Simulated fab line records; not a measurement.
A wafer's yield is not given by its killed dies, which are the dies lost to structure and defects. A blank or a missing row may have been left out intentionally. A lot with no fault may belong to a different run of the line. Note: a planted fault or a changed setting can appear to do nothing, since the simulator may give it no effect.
Matching of chambers :: flow n5-finfet :: cmp-04 running N5_ILD0_CMP_07: 4 sister chambers
The step polishes SiO2 flowable, stops on poly-Si, t overpolish 1.18 s, target thk 138.88 nm. 4 wafers are shown with their chamber, then 8 later ones without.

== WAFERS WITH THEIR CHAMBER ==
wafer: L083.1
chamber: 3
motor-current-A (A): 9.9

wafer: L083.4
chamber: 1
motor-current-A (A): 11.4

wafer: L083.5
chamber: 0
motor-current-A (A): 11.2

wafer: L084.4
chamber: 2
motor-current-A (A): 14.4

== WAFERS MISSING THEIR CHAMBER ==
wafer: L084.5
motor-current-A (A): 10.0

wafer: L084.6
motor-current-A (A): 10.8

wafer: L087.2
motor-current-A (A): 14.2

wafer: L087.3
motor-current-A (A): 11.5

wafer: L087.4
motor-current-A (A): 9.8

wafer: L090.1
motor-current-A (A): 10.3

wafer: L090.2
motor-current-A (A): 11.6

wafer: L090.4
motor-current-A (A): 10.7

== EACH ONE'S CHAMBER ==
wafer: L084.5
from the rows above: 3
in truth: 3

wafer: L084.6
from the rows above: can't be placed: 0 or 1 or 3
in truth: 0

wafer: L087.2
from the rows above: 2
in truth: 2

wafer: L087.3
from the rows above: can't be placed: 1 or 0
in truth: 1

wafer: L087.4
from the rows above: 3
in truth: 3

wafer: L090.1
from the rows above: can't be placed: 3 or 0
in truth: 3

wafer: L090.2
from the rows above: can't be placed: 1 or 0
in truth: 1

wafer: L090.4
from the rows above: can't be placed: 0 or 1 or 3
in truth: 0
3 of 8 placed correctly. Not placeable from these rows: 5 (in 5, the candidates include the true chamber). Placed wrongly: 0.
How it was worked out, from the rows above alone: a wafer's distance from a chamber is the root of the sum, over the readings, of the square of ((its reading less the chamber's mean) divided by the reading's scatter). The wafer belongs to the nearest chamber; if the next one is less than 2 further off, it can't be placed. A chamber's mean is the mean of its shown wafers. The scatter: root of mean squared gap, hidden wafer to nearest shown wafer, with one shown wafer a chamber.
